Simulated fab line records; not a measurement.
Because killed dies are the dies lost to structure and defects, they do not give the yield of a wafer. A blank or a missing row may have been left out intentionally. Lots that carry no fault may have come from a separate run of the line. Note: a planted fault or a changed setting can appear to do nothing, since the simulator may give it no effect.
What tool caused it?	flow nand_harc	Sampling: 14 lots, 42 wafers, 5 of 1302 route steps

## WHAT THE GAUGES SHOWED, per wafer
NHARC_A_ONON_D1_THK_MEAS_11: measures by ellipsometry. Usual: thk_nm at 1000 nm, with a standard deviation of 11.
lot	measured	on	thk_nm (nm)	flag
L818	day 7 17:50	film_metro-01	995 995 996	
L819	day 7 23:49	film_metro-01	1018 1020 1020	
L820	day 8 12:49	film_metro-01	995 996 995	
L821	day 9 08:31	film_metro-01	987 988 989	
L822	day 9 08:32	film_metro-02	998 998 1000	
L831	day 13 07:46	film_metro-02	992 993 993	
L833	day 14 01:15	film_metro-02	1001 1000 1001	
L832	day 14 01:16	film_metro-01	992 993 993	
L834	day 14 21:37	film_metro-01	1027 1026 1026	
L836	day 15 13:23	film_metro-02	988 989 987	
L837	day 15 13:23	film_metro-02	991 988 991	
L838	day 16 05:57	film_metro-02	1006 1006 1006	
L839	day 16 18:03	film_metro-01	998 999 998	
L841	day 17 15:30	film_metro-01	1004 1003 1004	

NHARC_A_ONON_D1_THK_MEAS_30: measures by ellipsometry. Usual: thk_nm at 1000 nm, with a standard deviation of 10.
lot	measured	on	thk_nm (nm)	flag
L818	day 8 04:26	film_metro-02	1008 1012 1009	
L819	day 8 10:43	film_metro-02	1007 1005 1007	
L820	day 9 00:50	film_metro-01	998 996 997	
L821	day 9 19:11	film_metro-01	998 998 1000	
L822	day 9 19:11	film_metro-02	981 981 983	
L831	day 13 18:40	film_metro-01	1573 1576 1574	OFF
L833	day 14 13:03	film_metro-02	1009 1010 1010	
L832	day 14 13:01	film_metro-02	1578 1580 1579	OFF
L834	day 15 09:28	film_metro-02	1000 1000 999	
L836	day 16 02:16	film_metro-01	997 995 995	
L837	day 16 02:19	film_metro-01	998 1001 1002	
L838	day 16 18:34	film_metro-01	1009 1010 1009	
L839	day 17 04:32	film_metro-02	1015 1016 1014	
L841	day 18 04:09	film_metro-01	990 992 991	

NHARC_END_SORT_01. Usual: killed_at_array 49, standard deviation 18; killed_at_other 0.7, standard deviation 1.1; killed_at_periphery 4.0, standard deviation 2.6; killed_dies 54, standard deviation 19; killed_open 3.4, standard deviation 1.7; killed_short 2.5, standard deviation 1.7.
lot	measured	on	killed_at_array	killed_at_other	killed_at_periphery	killed_dies	killed_open	killed_short	flag
L831	day 29 07:48	prober-01	667 665 670	4 0 0	6 12 7	677 677 677	1 5 7	3 2 0	OFF
L832	day 29 21:17	prober-01	671 673 668	1 1 2	5 3 7	677 677 677	3 3 4	3 1 1	OFF

## EACH LOT AND THE TOOL THAT RAN IT (in order: tool; ch and the chambers of the sampled wafers; start)
lot	NHARC_A_ONON_D1_DEP_28	NHARC_A_ONON_D1_DEP_33
L818	pecvd_onon-03 ch 0, day 8 04:02	pecvd-02 ch 1,2, day 8 04:29
L819	pecvd_onon-01 ch 0, day 8 10:12	pecvd-04 ch 0,2, day 8 10:49
L820	pecvd_onon-03 ch 0, day 9 00:23	pecvd-01 ch 1,2, day 9 01:37
L821	pecvd_onon-03 ch 0, day 9 18:40	pecvd-02 ch 0,1,2, day 9 19:20
L822	pecvd_onon-04 ch 0, day 9 18:40	pecvd-04 ch 1,2, day 9 19:14
L831	pecvd_onon-01 ch 0, day 13 18:13	pecvd-02 ch 0,1, day 13 18:43
L833	pecvd_onon-03 ch 0, day 14 12:39	pecvd-04 ch 0,1,2, day 14 13:06
L832	pecvd_onon-01 ch 0, day 14 12:34	pecvd-02 ch 1, day 14 13:09
L834	pecvd_onon-03 ch 0, day 15 08:58	pecvd-01 ch 0,1,2, day 15 09:34
L836	pecvd_onon-03 ch 0, day 16 01:49	pecvd-02 ch 0,1,2, day 16 02:20
L837	pecvd_onon-04 ch 0, day 16 01:46	pecvd-04 ch 0,1,2, day 16 02:25
L838	pecvd_onon-04 ch 0, day 16 18:08	pecvd-01 ch 0,1,2, day 16 18:38
L839	pecvd_onon-01 ch 0, day 17 04:09	pecvd-02 ch 0,2, day 17 04:38
L841	pecvd_onon-01 ch 0, day 18 03:46	pecvd-04 ch 1,2, day 18 04:18
- NHARC_A_ONON_D1_DEP_28: target thk 1000 nm.
- NHARC_A_ONON_D1_DEP_33: deposits SiO2, target thk 200 nm.

## WHAT THE TOOLS THEMSELVES READ (means of the sampled wafers that have a number; where no wafer has one, the mark that the record gives instead)
NHARC_A_ONON_D1_DEP_28. Usual: susceptor_temp_C at 399.99 C, with a standard deviation of 0.23.
lot	tool	susceptor_temp_C (C)	flag
L818	pecvd_onon-03	399.47	
L819	pecvd_onon-01	399.97	
L820	pecvd_onon-03	399.90	
L821	pecvd_onon-03	400.05	
L822	pecvd_onon-04	400.05	
L831	pecvd_onon-01	399.91	
L833	pecvd_onon-03	400.08	
L832	pecvd_onon-01	400.03	
L834	pecvd_onon-03	400.24	
L836	pecvd_onon-03	399.89	
L837	pecvd_onon-04	399.95	
L838	pecvd_onon-04	400.15	
L839	pecvd_onon-01	399.88	
L841	pecvd_onon-01	399.83	

NHARC_A_ONON_D1_DEP_33. Usual: heater_power_w 504 W, standard deviation 65; rf_fwd_power_W 897.6 W, standard deviation 2.9; susceptor_temp_C 400.00 C, standard deviation 0.21; throttle_valve_pct 16.0 %, standard deviation 0.44.
lot	tool	heater_power_w (W)	rf_fwd_power_W (W)	susceptor_temp_C (C)	throttle_valve_pct (%)	flag
L818	pecvd-02	487	897.1	400.12	15.9	
L819	pecvd-04	481	899.7	399.86	15.7	
L820	pecvd-01	558	901.4	399.82	16.3	
L821	pecvd-02	509	899.1	400.14	16.1	
L822	pecvd-04	468	898.1	399.67	15.8	
L831	pecvd-02	431	895.5	400.09	15.8	
L833	pecvd-04	520	898.6	400.19	15.6	
L832	pecvd-02	448	893.5	399.79	15.5	
L834	pecvd-01	572	899.3	399.96	16.1	
L836	pecvd-02	435	896.9	399.90	16.2	
L837	pecvd-04	542	896.6	399.90	15.6	
L838	pecvd-01	565	895.6	400.01	16.3	
L839	pecvd-02	501	895.4	399.84	16.6	
L841	pecvd-04	529	897.0	400.11	15.9	

## THE ANSWER, worked out from the rows above alone
Rule: a lot counts as off when the mean over its wafers that have a number is more than 3 standard deviations away from the usual mean. Also off: a lot with no number at a reading for which 4 or more lots have one. All remaining lots with rows at the step are treated as sound. Order of review: gauges by route order, followed by the tools' own readings, for which a lot's mean as printed above is used. The first step at which some lot is off is used, and at that step the reading that is off furthest; a lot without a number counts as furthest.
Off: L831, L832 (NHARC_A_ONON_D1_THK_MEAS_30, thk_nm).
If a tool, at a process step before that reading, ran all the lots that are off and no sound lot after the first of them, it fits. The gauges at NHARC_A_ONON_D1_THK_MEAS_30 aren't tried: what is off there is off at NHARC_END_SORT_01 too, on other tools, and a gauge's error can't cause that. Not one of the candidates tried fits.

## WHAT THE SIMULATOR HAD INSERTED
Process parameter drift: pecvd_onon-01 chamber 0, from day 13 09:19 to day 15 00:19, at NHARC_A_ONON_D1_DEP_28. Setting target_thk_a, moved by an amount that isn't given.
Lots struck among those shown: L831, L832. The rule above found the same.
